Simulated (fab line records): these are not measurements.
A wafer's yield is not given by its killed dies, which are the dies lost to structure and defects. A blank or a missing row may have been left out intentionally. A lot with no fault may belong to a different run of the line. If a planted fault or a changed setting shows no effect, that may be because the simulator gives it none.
fab line records	flow n5-finfet
[record] lots = 24	wafers = 72	last-day = 17
route steps=1938 shown BEOL_M12@1658 BEOL_M13@1660
lots untouched by any fault: they come from a run of this same line in which no faults occurred
start-h: hours from the record's first day to the start of the lot's first wafer shown	wait-h: hours from the lot's prior step to this one	" identical to the entry in the row above	L1.1+2: a row that stands for several wafers	- no value, or no start given	* or withheld: withheld	< > ~ a bound
route shown NAME@n: a module of which the file shows steps, and the number in the route of the first	usual: mean and standard deviation over wafers with no fault	same: alike in all rows	chamber/n: place in a boat	sites: readings site by site	_std_site: the standard deviation of these	_edge_site: inner sites' mean taken away from outer sites' mean	radius-mm: for every site, how far away it sits from the centre of the wafer	mask NAME#n: copy n	behind: the tool/chamber that last shaped the wafer	hold: cause of the lot's hold/its duration in hours/its outcome	device: the n, p or np transistor that did not switch	end of line: at the end of the route, the tests of the same wafers	where a step has no rows: the recipe by itself	killed: count of dies lost to structure and defects at first sort (not the wafer's yield)	map: shows each die of a wafer: x if killed, . if not, _ if none is there
set.NAME: the run value of the setting; set.NAME@STEP: its run value at that earlier step	model.NAME: the simulator's own value behind a step, which no gauge read
one table for each step of the route and one row for each wafer, over a sample of lots
services: when a tool's chamber went out of use (start-h, in hours from the record's first day, below 0 if earlier), for how many hours, and the reason
[[steps]]
[step N5_BEOL_M12_INSPECT_55]
[recipe] inspect-instrument = darkfield	mode = post-dep
[usual] raw-defect-count = 73/24
lot.wafer	tool	chamber	start-h	wait-h	raw-defect-count
L074.1	defect-inspect-02	-	235.80	0.0	71
L074.4	"	-	"	"	56
L074.5	"	-	"	"	108
L075.1	defect-inspect-01	-	252.01	0.0	111
L075.4	"	-	"	"	81
L075.6	"	-	"	"	87
L076.1	defect-inspect-02	-	253.19	0.0	58
L076.5	"	-	"	"	40
L076.6	"	-	"	"	98
L077.2	defect-inspect-02	-	255.22	0.0	96
L077.5	"	-	"	"	83
L077.6	"	-	"	"	67
L078.1	defect-inspect-01	-	257.09	0.0	60
L078.3	"	-	"	"	51
L078.6	"	-	"	"	70
L079.1	defect-inspect-02	-	262.66	0.0	155
L079.2	"	-	"	"	77
L079.4	"	-	"	"	86
L080.3	defect-inspect-02	-	278.29	0.0	67
L080.4	"	-	"	"	42
L080.5	"	-	"	"	49
L083.1	defect-inspect-01	-	283.81	0.0	98
L083.2	"	-	"	"	95
L083.3	"	-	"	"	76
L082.2	defect-inspect-02	-	289.05	0.0	63
L082.3	"	-	"	"	75
L082.6	"	-	"	"	69
L081.2	defect-inspect-02	-	289.34	0.0	70
L081.5	"	-	"	"	56
L081.6	"	-	"	"	70
L086.1	defect-inspect-01	-	300.42	0.0	60
L086.2	"	-	"	"	65
L086.6	"	-	"	"	73
L084.1	defect-inspect-02	-	306.17	0.0	99
L084.5	"	-	"	"	70
L084.6	"	-	"	"	58
L085.3	defect-inspect-02	-	312.48	0.0	69
L085.5	"	-	"	"	94
L085.6	"	-	"	"	54
L087.1	defect-inspect-02	-	312.75	0.0	57
L087.3	"	-	"	"	59
L087.4	"	-	"	"	54
L088.2	defect-inspect-02	-	316.11	0.0	103
L088.3	"	-	"	"	55
L088.5	"	-	"	"	56
L089.2	defect-inspect-02	-	345.54	0.0	90
L089.4	"	-	"	"	95
L089.6	"	-	"	"	79
L090.2	defect-inspect-01	-	346.58	0.0	67
L090.3	"	-	"	"	75
L090.5	"	-	"	"	49
L092.1	defect-inspect-01	-	351.20	0.0	92
L092.2	"	-	"	"	66
L092.5	"	-	"	"	98
L091.2	defect-inspect-01	-	351.95	0.0	87
L091.4	"	-	"	"	64
L091.6	"	-	"	"	57
L094.1	defect-inspect-02	-	361.90	0.0	177
L094.3	"	-	"	"	79
L094.5	"	-	"	"	58
L093.1	defect-inspect-01	-	367.49	0.0	74
L093.3	"	-	"	"	58
L093.5	"	-	"	"	47
L095.2	defect-inspect-02	-	377.17	0.0	112
L095.3	"	-	"	"	133
L095.4	"	-	"	"	87
L097.1	defect-inspect-01	-	377.96	0.0	105
L097.2	"	-	"	"	95
L097.4	"	-	"	"	63
L096.2	defect-inspect-01	-	383.89	0.0	62
L096.4	"	-	"	"	46
L096.6	"	-	"	"	73
[step N5_BEOL_M13_THK_MEAS_01]
[recipe] reads = SiOC_of_BEOL_M13_ILD_DEP_00
[usual] M13_ILD_THK = 840/9.7
lot.wafer	tool	chamber	start-h	wait-h	M13_ILD_THK[nm]
L074.1	film-metro-01	-	235.98	0.1	826
L074.4	"	-	"	"	840
L074.5	"	-	"	"	849
L075.1	film-metro-02	-	252.19	0.1	832
L075.4	"	-	"	"	847
L075.6	"	-	"	"	859
L076.1	film-metro-02	-	253.37	0.1	834
L076.5	"	-	"	"	843
L076.6	"	-	"	"	856
L077.2	film-metro-01	-	255.41	0.1	833
L077.5	"	-	"	"	848
L077.6	"	-	"	"	850
L078.1	film-metro-01	-	257.28	0.1	841
L078.3	"	-	"	"	837
L078.6	"	-	"	"	845
L079.1	film-metro-02	-	262.85	0.1	845
L079.2	"	-	"	"	834
L079.4	"	-	"	"	844
L080.3	film-metro-01	-	278.48	0.1	842
L080.4	"	-	"	"	860
L080.5	"	-	"	"	849
L083.1	film-metro-02	-	284.00	0.1	841
L083.2	"	-	"	"	826
L083.3	"	-	"	"	838
L082.2	film-metro-02	-	289.24	0.1	845
L082.3	"	-	"	"	833
L082.6	"	-	"	"	846
L081.2	film-metro-02	-	289.53	0.1	815
L081.5	"	-	"	"	842
L081.6	"	-	"	"	839
L086.1	film-metro-02	-	300.60	0.1	830
L086.2	"	-	"	"	832
L086.6	"	-	"	"	841
L084.1	film-metro-01	-	306.35	0.1	836
L084.5	"	-	"	"	847
L084.6	"	-	"	"	840
L085.3	film-metro-02	-	312.67	0.1	839
L085.5	"	-	"	"	850
L085.6	"	-	"	"	856
L087.1	film-metro-01	-	312.94	0.1	842
L087.3	"	-	"	"	830
L087.4	"	-	"	"	845
L088.2	film-metro-02	-	316.30	0.1	836
L088.3	"	-	"	"	844
L088.5	"	-	"	"	852
L089.2	film-metro-02	-	345.73	0.1	829
L089.4	"	-	"	"	848
L089.6	"	-	"	"	847
L090.2	film-metro-01	-	346.77	0.1	838
L090.3	"	-	"	"	830
L090.5	"	-	"	"	848
L092.1	film-metro-02	-	351.39	0.1	843
L092.2	"	-	"	"	825
L092.5	"	-	"	"	839
L091.2	film-metro-02	-	352.13	0.1	832
L091.4	"	-	"	"	841
L091.6	"	-	"	"	839
L094.1	film-metro-02	-	362.08	0.1	829
L094.3	"	-	"	"	836
L094.5	"	-	"	"	844
L093.1	film-metro-01	-	367.68	0.1	812
L093.3	"	-	"	"	830
L093.5	"	-	"	"	822
L095.2	film-metro-01	-	377.36	0.1	820
L095.3	"	-	"	"	829
L095.4	"	-	"	"	832
L097.1	film-metro-02	-	378.15	0.1	843
L097.2	"	-	"	"	826
L097.4	"	-	"	"	849
L096.2	film-metro-02	-	384.07	0.1	834
L096.4	"	-	"	"	856
L096.6	"	-	"	"	847
[step N5_BEOL_M13_ETCH_68]
[recipe] chemistry = N2/H2	target = SOC	mask-material = SiARC	source-w = 3000	bias-w = 350	temp-c = 40	time-s = 355	ion-energy-ev = 200	pressure-mtorr = 30	n2-flow-sccm = 200	h2-flow-sccm = 200
[usual] drypump-motor-current-A = 5.9/0.45	oes-product-au = 0.77/0.092	rf-fwd-power-W = 2994/9.6	rf-vpp-V = 524/3.3	showerhead-plenum-p-Torr = 2.56/0.11	temp-c = 40.01/0.11	throttle-valve-pct = 17.91/0.24
lot.wafer	tool	chamber	start-h	wait-h	drypump-motor-current-A	oes-product-au	rf-fwd-power-W	rf-hours-counter-h	rf-vpp-V	showerhead-plenum-p-Torr	temp-c	throttle-valve-pct
L074.1	rie-diel-02	0	237.64	0.1	6.2	0.71	3009	198	520	2.42	40.08	17.97
L074.4	"	1	"	"	5.5	0.72	3007	208	526	2.63	39.85	17.85
L074.5	"	0	"	"	6.2	0.71	2993	-	520	2.42	40.09	17.97
L075.1	rie-diel-06	0	253.84	0.1	4.9	0.86	2984	66	525	2.58	40.18	18.00
L075.4	"	1	"	"	5.4	0.69	2982	228	524	2.50	39.83	17.93
L075.6	"	3	"	"	5.7	0.68	2973	-	526	2.62	39.71	18.28
L076.1	rie-diel-05	2	255.23	0.1	6.0	0.70	2986	239	524	2.62	40.07	17.91
L076.5	"	0	"	"	5.5	0.74	2994	-	526	2.64	40.25	17.86
L076.6	"	1	"	"	6.2	0.76	2994	-	520	2.34	39.84	17.98
L077.2	rie-diel-05	0	256.93	0.1	5.5	0.74	2980	192	526	2.64	39.96	17.88
L077.5	"	0	"	"	5.5	0.73	2990	-	525	2.64	39.95	17.86
L077.6	"	3	"	"	6.6	0.72	3007	-	527	2.62	39.91	18.25
L078.1	rie-diel-02	0	258.83	0.1	6.2	0.71	2994	202	521	2.41	39.91	17.95
L078.3	"	2	"	"	5.3	0.74	3000	160	526	2.64	39.76	17.91
L078.6	"	3	"	"	6.2	0.90	2999	-	529	2.70	39.94	17.44
L079.1	rie-diel-06	1	264.59	0.1	5.4	0.69	2999	231	522	2.50	39.90	17.95
L079.2	"	0	"	"	4.9	0.84	3008	69	525	2.58	39.96	17.99
L079.4	"	2	"	"	5.9	0.97	3004	8	528	2.61	40.12	17.68
L080.3	rie-diel-06	0	280.24	0.1	4.9	0.84	2992	73	525	2.58	40.08	17.99
L080.4	"	1	"	"	5.4	0.68	2990	236	522	2.50	40.07	17.94
L080.5	"	0	"	"	4.9	0.84	2983	-	525	2.58	40.04	17.99
L083.1	rie-diel-05	2	285.64	0.1	6.1	0.69	2989	249	526	2.61	40.08	17.92
L083.2	"	3	"	"	6.6	0.73	2992	206	525	2.61	39.98	18.27
L083.3	"	1	"	"	6.2	0.76	2990	150	518	2.34	40.06	18.00
L082.2	rie-diel-02	1	290.89	0.1	5.5	0.72	2994	224	528	2.62	40.03	17.86
L082.3	"	3	"	"	6.3	0.89	2995	34	530	2.69	40.06	17.47
L082.6	"	3	"	"	6.2	0.88	2977	-	528	2.69	40.09	17.44
L081.2	rie-diel-05	3	291.17	0.1	6.6	0.71	3003	208	526	2.61	39.93	18.28
L081.5	"	3	"	"	6.6	0.72	2991	-	526	2.61	40.06	18.28
L081.6	"	1	"	"	6.2	0.76	2995	-	517	2.34	40.11	18.00
L086.1	rie-diel-02	0	302.87	0.1	6.2	0.70	3009	217	520	2.41	40.01	18.01
L086.2	"	2	"	"	5.3	0.72	2998	176	524	2.63	39.84	17.93
L086.6	"	0	"	"	6.1	0.70	3002	-	519	2.41	39.93	18.01
L084.1	rie-diel-05	3	308.20	0.1	6.6	0.72	2991	215	526	2.61	40.02	18.29
L084.5	"	3	"	"	6.6	0.71	2989	-	526	2.61	39.90	18.28
L084.6	"	1	"	"	6.2	0.75	2991	-	519	2.34	40.06	18.03
L085.3	rie-diel-05	1	314.19	0.1	6.2	0.75	2999	160	518	2.34	39.90	18.02
L085.5	"	1	"	"	6.2	0.74	2988	-	518	2.34	40.15	18.04
L085.6	"	0	"	"	5.6	0.71	2983	-	525	2.63	39.80	17.90
L087.1	rie-diel-05	3	314.74	0.1	6.6	0.71	2982	217	527	2.61	39.93	18.30
L087.3	"	0	"	"	5.5	0.73	2998	213	524	2.63	40.17	17.91
L087.4	"	1	"	"	6.3	0.75	2981	-	518	2.33	39.88	18.05
L088.2	rie-diel-02	3	317.81	0.1	6.2	0.86	2983	44	529	2.69	39.99	17.46
L088.3	"	0	"	"	6.2	0.69	3001	222	521	2.41	40.01	18.01
L088.5	"	3	"	"	6.2	0.87	3007	-	527	2.69	40.05	17.45
L089.2	rie-diel-05	2	347.24	0.1	6.1	0.95	2986	7	525	2.61	39.88	17.50
L089.4	"	3	"	"	6.6	0.71	2988	228	526	2.60	39.95	18.33
L089.6	"	1	"	"	6.2	0.74	2993	-	517	2.33	40.15	18.03
L090.2	rie-diel-02	3	348.41	0.1	6.2	0.85	2982	55	528	2.68	40.19	17.49
L090.3	"	1	"	"	5.5	0.70	2991	245	525	2.61	40.03	17.89
L090.5	"	0	"	"	6.2	0.68	2986	-	520	2.40	40.16	18.03
L092.1	rie-diel-05	3	353.10	0.1	6.6	0.70	2983	230	526	2.60	40.05	18.30
L092.2	"	0	"	"	5.5	0.71	3018	226	526	2.63	40.02	17.94
L092.5	"	1	"	"	6.3	0.73	2989	-	519	2.33	40.03	18.05
L091.2	rie-diel-06	2	353.78	0.1	5.9	0.91	2994	34	524	2.60	40.07	17.71
L091.4	"	1	"	"	5.4	0.97	2982	-	524	2.49	40.04	17.55
L091.6	"	3	"	"	5.7	0.94	2985	-	526	2.60	39.95	17.90
L094.1	rie-diel-06	3	363.61	0.1	5.7	0.94	2984	19	524	2.60	40.24	17.91
L094.3	"	2	"	"	5.9	0.91	3002	37	522	2.59	39.95	17.73
L094.5	"	3	"	"	5.7	0.94	2991	-	526	2.60	40.14	17.89
L093.1	rie-diel-02	0	369.43	0.1	6.1	0.68	3005	239	520	2.40	40.06	18.04
L093.3	"	3	"	"	6.2	0.84	3008	62	529	2.68	40.16	17.50
L093.5	"	0	"	"	6.2	0.67	3009	-	520	2.40	40.03	18.03
L095.2	rie-diel-02	0	379.00	0.1	6.2	0.68	3000	242	520	2.40	39.90	18.04
L095.3	"	3	"	"	6.3	0.84	3013	65	528	2.68	39.99	17.50
L095.4	"	2	"	"	5.3	0.71	2995	-	527	2.63	40.09	17.95
L097.1	rie-diel-05	2	379.67	0.1	6.1	0.91	2989	17	526	2.60	40.06	17.51
L097.2	"	3	"	"	6.6	0.70	2995	238	527	2.60	39.88	18.34
L097.4	"	0	"	"	5.5	0.71	2991	235	524	2.62	40.26	17.93
L096.2	rie-diel-02	1	385.59	0.1	5.5	0.99	2992	2	526	2.61	40.09	17.48
L096.4	"	2	"	"	5.3	0.72	3018	193	526	2.63	40.04	17.95
L096.6	"	0	"	"	6.2	0.67	2981	-	521	2.40	40.07	18.06
[step N5_BEOL_M13_PRE_CLEAN_42]
[recipe] gas = H2/He	time-s = 30	temp-c = 250
[usual] heater-power-w = 342/32
lot.wafer	tool	chamber	start-h	wait-h	heater-power-w
L074.1	pvd-sputter-02	-	254.94	0.0	403
L074.4	"	-	"	"	365
L074.5	"	-	"	"	399
L075.1	pvd-sputter-02	-	256.50	0.0	315
L075.4	"	-	"	"	330
L075.6	"	-	"	"	335
L076.1	pvd-sputter-01	-	257.74	0.0	291
L076.5	"	-	"	"	340
L076.6	"	-	"	"	291
L077.2	pvd-sputter-03	-	258.24	0.0	342
L077.5	"	-	"	"	337
L077.6	"	-	"	"	362
L078.1	pvd-sputter-02	-	261.06	0.0	361
L078.3	"	-	"	"	317
L078.6	"	-	"	"	330
L079.1	pvd-sputter-02	-	266.92	0.0	341
L079.2	"	-	"	"	363
L079.4	"	-	"	"	396
L080.3	pvd-sputter-02	-	282.40	0.0	397
L080.4	"	-	"	"	336
L080.5	"	-	"	"	358
L083.1	pvd-sputter-02	-	290.31	0.0	312
L083.2	"	-	"	"	359
L083.3	"	-	"	"	339
L082.2	pvd-sputter-01	-	292.35	0.0	298
L082.3	"	-	"	"	291
L082.6	"	-	"	"	346
L081.2	pvd-sputter-02	-	292.43	0.0	316
L081.5	"	-	"	"	366
L081.6	"	-	"	"	344
L086.1	pvd-sputter-03	-	306.31	0.0	367
L086.2	"	-	"	"	348
L086.6	"	-	"	"	367
L084.1	pvd-sputter-01	-	310.70	0.0	384
L084.5	"	-	"	"	285
L084.6	"	-	"	"	347
L085.3	pvd-sputter-03	-	318.29	0.0	360
L085.5	"	-	"	"	341
L085.6	"	-	"	"	361
L087.1	pvd-sputter-03	-	324.53	0.0	294
L087.3	"	-	"	"	342
L087.4	"	-	"	"	296
L088.2	pvd-sputter-02	-	324.70	0.0	319
L088.3	"	-	"	"	370
L088.5	"	-	"	"	339
L089.2	pvd-sputter-02	-	348.39	0.0	332
L089.4	"	-	"	"	400
L089.6	"	-	"	"	366
L090.2	pvd-sputter-01	-	350.73	0.0	350
L090.3	"	-	"	"	290
L090.5	"	-	"	"	283
L092.1	pvd-sputter-03	-	354.49	0.0	337
L092.2	"	-	"	"	364
L092.5	"	-	"	"	359
L091.2	pvd-sputter-03	-	355.09	0.0	293
L091.4	"	-	"	"	344
L091.6	"	-	"	"	302
L094.1	pvd-sputter-03	-	366.10	0.0	299
L094.3	"	-	"	"	343
L094.5	"	-	"	"	345
L093.1	pvd-sputter-01	-	370.47	0.0	297
L093.3	"	-	"	"	381
L093.5	"	-	"	"	397
L095.2	pvd-sputter-01	-	380.17	0.0	284
L095.3	"	-	"	"	373
L095.4	"	-	"	"	296
L097.1	pvd-sputter-03	-	382.17	0.0	307
L097.2	"	-	"	"	336
L097.4	"	-	"	"	355
L096.2	pvd-sputter-03	-	388.97	0.0	346
L096.4	"	-	"	"	358
L096.6	"	-	"	"	354
[step N5_BEOL_M13_SPUTTER_43]
[recipe] material = TaN	target-thk-a = 150	temp-c = 50	bias-v = 168.6	power-w = 15000	chamber-pressure-pa = 0.12	time-s = 24.19
[usual] bias-v = 168.5/1.6	throttle-valve-pct = 29.4/1.2
lot.wafer	tool	chamber	start-h	wait-h	bias-v	throttle-valve-pct
L074.1	pvd-sputter-02	-	254.98	0.0	170.5	28.5
L074.4	"	-	"	"	169.4	30.6
L074.5	"	-	"	"	169.1	28.5
L075.1	pvd-sputter-02	-	256.54	0.0	168.6	27.7
L075.4	"	-	"	"	166.9	29.4
L075.6	"	-	"	"	169.0	29.6
L076.1	pvd-sputter-01	-	257.78	0.0	168.4	28.9
L076.5	"	-	"	"	168.2	27.2
L076.6	"	-	"	"	169.1	30.6
L077.2	pvd-sputter-03	-	258.28	0.0	167.4	29.9
L077.5	"	-	"	"	170.7	30.4
L077.6	"	-	"	"	168.4	29.9
L078.1	pvd-sputter-02	-	261.10	0.0	168.8	30.5
L078.3	"	-	"	"	169.5	27.9
L078.6	"	-	"	"	168.5	29.7
L079.1	pvd-sputter-02	-	266.96	0.0	167.8	29.9
L079.2	"	-	"	"	165.1	30.4
L079.4	"	-	"	"	167.7	28.2
L080.3	pvd-sputter-02	-	282.44	0.0	168.2	28.1
L080.4	"	-	"	"	166.4	29.7
L080.5	"	-	"	"	169.9	30.5
L083.1	pvd-sputter-02	-	290.35	0.0	171.8	27.8
L083.2	"	-	"	"	172.2	30.3
L083.3	"	-	"	"	167.8	29.8
L082.2	pvd-sputter-01	-	292.39	0.0	168.5	29.0
L082.3	"	-	"	"	167.7	30.6
L082.6	"	-	"	"	167.9	27.1
L081.2	pvd-sputter-02	-	292.47	0.0	166.7	27.8
L081.5	"	-	"	"	168.5	30.4
L081.6	"	-	"	"	168.3	29.8
L086.1	pvd-sputter-03	-	306.35	0.0	172.3	29.9
L086.2	"	-	"	"	168.2	29.4
L086.6	"	-	"	"	171.0	29.8
L084.1	pvd-sputter-01	-	310.74	0.0	166.5	31.3
L084.5	"	-	"	"	167.7	30.5
L084.6	"	-	"	"	167.9	27.4
L085.3	pvd-sputter-03	-	318.33	0.0	168.8	29.8
L085.5	"	-	"	"	169.0	30.9
L085.6	"	-	"	"	167.7	29.8
L087.1	pvd-sputter-03	-	324.57	0.0	166.8	29.3
L087.3	"	-	"	"	166.2	30.7
L087.4	"	-	"	"	168.6	29.2
L088.2	pvd-sputter-02	-	324.74	0.0	168.5	27.7
L088.3	"	-	"	"	168.4	30.7
L088.5	"	-	"	"	166.1	29.9
L089.2	pvd-sputter-02	-	348.43	0.0	168.3	29.7
L089.4	"	-	"	"	171.5	28.2
L089.6	"	-	"	"	169.6	30.4
L090.2	pvd-sputter-01	-	350.77	0.0	167.0	27.0
L090.3	"	-	"	"	169.9	30.7
L090.5	"	-	"	"	170.5	30.6
L092.1	pvd-sputter-03	-	354.53	0.0	167.5	30.5
L092.2	"	-	"	"	169.3	29.8
L092.5	"	-	"	"	168.5	30.1
L091.2	pvd-sputter-03	-	355.13	0.0	172.5	28.9
L091.4	"	-	"	"	170.4	30.5
L091.6	"	-	"	"	169.3	29.2
L094.1	pvd-sputter-03	-	366.14	0.0	165.6	29.4
L094.3	"	-	"	"	167.6	29.5
L094.5	"	-	"	"	169.4	29.7
L093.1	pvd-sputter-01	-	370.51	0.0	167.7	29.0
L093.3	"	-	"	"	168.8	31.1
L093.5	"	-	"	"	168.2	30.8
L095.2	pvd-sputter-01	-	380.21	0.0	168.9	30.5
L095.3	"	-	"	"	171.0	31.2
L095.4	"	-	"	"	170.0	29.1
L097.1	pvd-sputter-03	-	382.21	0.0	167.2	29.2
L097.2	"	-	"	"	170.7	30.9
L097.4	"	-	"	"	169.4	30.1
L096.2	pvd-sputter-03	-	389.01	0.0	167.9	30.5
L096.4	"	-	"	"	169.2	29.8
L096.6	"	-	"	"	169.2	29.7
[step N5_BEOL_M13_CMP_49]
[recipe] stop-on = SiOC	t-overpolish-s = 17.1	down-force-psi = 1	platen-rpm = 50	clearing-platen-down-force-psi = 1.5	clearing-platen-rpm = 50	post-cmp-clean = cu-alkaline	target-thk-nm = 420	clearing-platen-pad-velocity-m-s = 0.99484	pad-velocity-m-s = 0.99484
[usual] barrier-field-endpoint-s = 30.3/0.63	motor-current-A = 6.0/0.58	overpolish-run-s = 17.100/0.0087	pad-life-wafers = 1026/750
lot.wafer	tool	chamber	start-h	wait-h	barrier-field-endpoint-s	motor-current-A	overpolish-run-s	pad-life-wafers
L074.4	cmp-01	2	255.72	0.1	29.9	7.1	17.101	852
L074.1	"	3	"	"	29.9	6.7	17.097	853
L074.5	"	2	"	"	29.3	6.9	17.090	-
L075.1	cmp-03	2	257.35	0.3	29.9	5.6	17.109	1964
L075.4	"	3	"	"	29.4	5.5	17.117	1965
L075.6	"	0	"	"	29.9	5.8	17.106	-
L076.1	cmp-02	2	258.59	0.3	30.3	6.5	17.095	1640
L076.6	"	0	"	"	30.8	5.6	17.103	-
L076.5	"	1	"	"	31.0	6.8	17.102	-
L077.2	cmp-03	1	259.07	0.3	30.8	5.2	17.081	1981
L077.6	"	0	"	"	31.0	5.6	17.098	-
L077.5	"	1	"	"	30.4	5.4	17.084	-
L078.1	cmp-01	1	261.84	0.3	30.7	5.9	17.101	894
L078.3	"	0	"	"	29.6	6.3	17.086	897
L078.6	"	1	"	"	29.8	5.8	17.108	-
L079.1	cmp-03	3	267.70	0.3	30.1	5.4	17.094	2064
L079.2	"	1	"	"	30.2	5.3	17.102	2066
L079.4	"	2	"	"	29.7	5.3	17.098	2067
L080.3	cmp-02	3	283.18	0.2	30.7	5.8	17.089	1866
L080.4	"	2	"	"	29.7	6.5	17.090	1869
L080.5	"	3	"	"	30.8	6.0	17.104	-
L083.3	cmp-02	1	291.15	0.2	29.1	6.4	17.084	1926
L083.1	"	2	"	"	29.4	6.6	17.100	1927
L083.2	"	3	"	"	30.0	6.0	17.103	1928
L082.2	cmp-02	1	293.13	0.2	29.4	6.3	17.091	1944
L082.3	"	2	"	"	29.7	6.5	17.111	1945
L082.6	"	2	"	"	30.3	6.8	17.104	-
L081.2	cmp-03	2	293.28	0.3	30.3	5.3	17.099	50
L081.6	"	0	"	"	31.9	5.9	17.106	-
L081.5	"	1	"	"	30.7	4.8	17.112	-
L086.2	cmp-01	3	307.66	0.3	29.4	6.7	17.104	1165
L086.1	"	0	"	"	30.2	5.9	17.112	1166
L086.6	"	2	"	"	30.6	7.0	17.112	-
L084.1	cmp-02	2	311.68	0.4	30.0	6.4	17.099	33
L084.6	"	3	"	"	30.8	6.1	17.113	-
L084.5	"	0	"	"	30.1	5.7	17.092	-
L085.3	cmp-03	0	324.05	0.2	29.9	5.7	17.095	300
L085.6	"	0	"	"	29.9	5.7	17.103	-
L085.5	"	1	"	"	31.4	5.1	17.092	-
L087.3	cmp-02	0	325.31	0.2	30.5	5.9	17.088	120
L087.1	"	2	"	"	30.5	6.5	17.108	122
L087.4	"	3	"	"	31.1	6.1	17.090	123
L088.2	cmp-03	3	326.03	0.2	30.9	5.4	17.098	312
L088.3	"	1	"	"	30.5	5.0	17.098	314
L088.5	"	0	"	"	30.3	5.7	17.079	-
L089.4	cmp-02	2	349.21	0.2	30.8	6.7	17.103	229
L089.2	"	0	"	"	31.4	5.8	17.105	231
L089.6	"	1	"	"	30.8	6.6	17.092	-
L090.3	cmp-02	2	351.59	0.2	31.5	6.6	17.100	260
L090.2	"	3	"	"	31.0	6.1	17.105	261
L090.5	"	0	"	"	31.0	5.9	17.099	-
L092.1	cmp-01	2	355.31	0.3	30.0	7.3	17.113	1537
L092.2	"	3	"	"	29.4	7.0	17.099	1538
L092.5	"	2	"	"	29.6	7.0	17.106	-
L091.4	cmp-02	1	356.00	0.1	30.1	6.3	17.091	288
L091.2	"	2	"	"	30.1	6.5	17.095	289
L091.6	"	2	"	"	30.7	6.5	17.102	-
L094.3	cmp-02	0	367.28	0.2	30.6	5.7	17.089	403
L094.1	"	2	"	"	30.0	6.4	17.097	405
L094.5	"	3	"	"	29.5	5.7	17.111	-
L093.3	cmp-03	2	371.38	0.2	30.3	5.3	17.107	734
L093.1	"	3	"	"	31.7	5.5	17.111	735
L093.5	"	0	"	"	30.8	5.7	17.101	-
L095.3	cmp-02	2	381.00	0.2	30.3	6.8	17.096	516
L095.2	"	3	"	"	29.8	5.9	17.084	517
L095.4	"	1	"	"	30.0	6.5	17.103	519
L097.4	cmp-01	2	382.95	0.1	31.0	6.8	17.105	1740
L097.2	"	3	"	"	30.7	7.0	17.117	1741
L097.1	"	0	"	"	30.4	6.2	17.094	1742
L096.4	cmp-01	1	389.75	0.1	32.3	5.9	17.097	1794
L096.2	"	3	"	"	31.2	6.4	17.097	1796
L096.6	"	2	"	"	31.2	7.1	17.105	-
[[services]]
tool	chamber	start-h	hours	kind
cmp-01	-	220.40	2.2	repair
rie-diel-02	3	265.75	4.8	repair
cmp-01	-	267.95	0.5	repair
cmp-03	-	283.29	4.0	pm
cmp-01	-	290.35	14.0	repair
rie-diel-05	2	290.86	-	clean
rie-diel-05	2	290.86	-	consumable-replace:focus-ring
rie-diel-06	0	294.17	6.8	repair
cmp-03	-	299.85	1.4	repair
cmp-02	-	303.47	4.0	pm
pvd-sputter-02	-	306.31	3.3	repair
cmp-02	-	307.47	-	consumable-replace:conditioner
cmp-02	-	307.47	-	consumable-replace:pad
rie-diel-02	2	312.93	29.5	repair
cmp-02	-	328.50	4.6	pm
cmp-02	-	336.45	5.1	repair
cmp-03	-	351.33	0.3	repair
cmp-01	-	358.04	2.3	repair
rie-diel-06	1	360.25	11.1	repair
cmp-01	-	369.57	0.6	repair
pvd-sputter-01	-	371.82	3.9	repair
cmp-01	-	374.33	1.3	repair
cmp-02	-	374.83	0.5	repair
cmp-02	-	376.72	0.4	repair
[[key]]
fault none
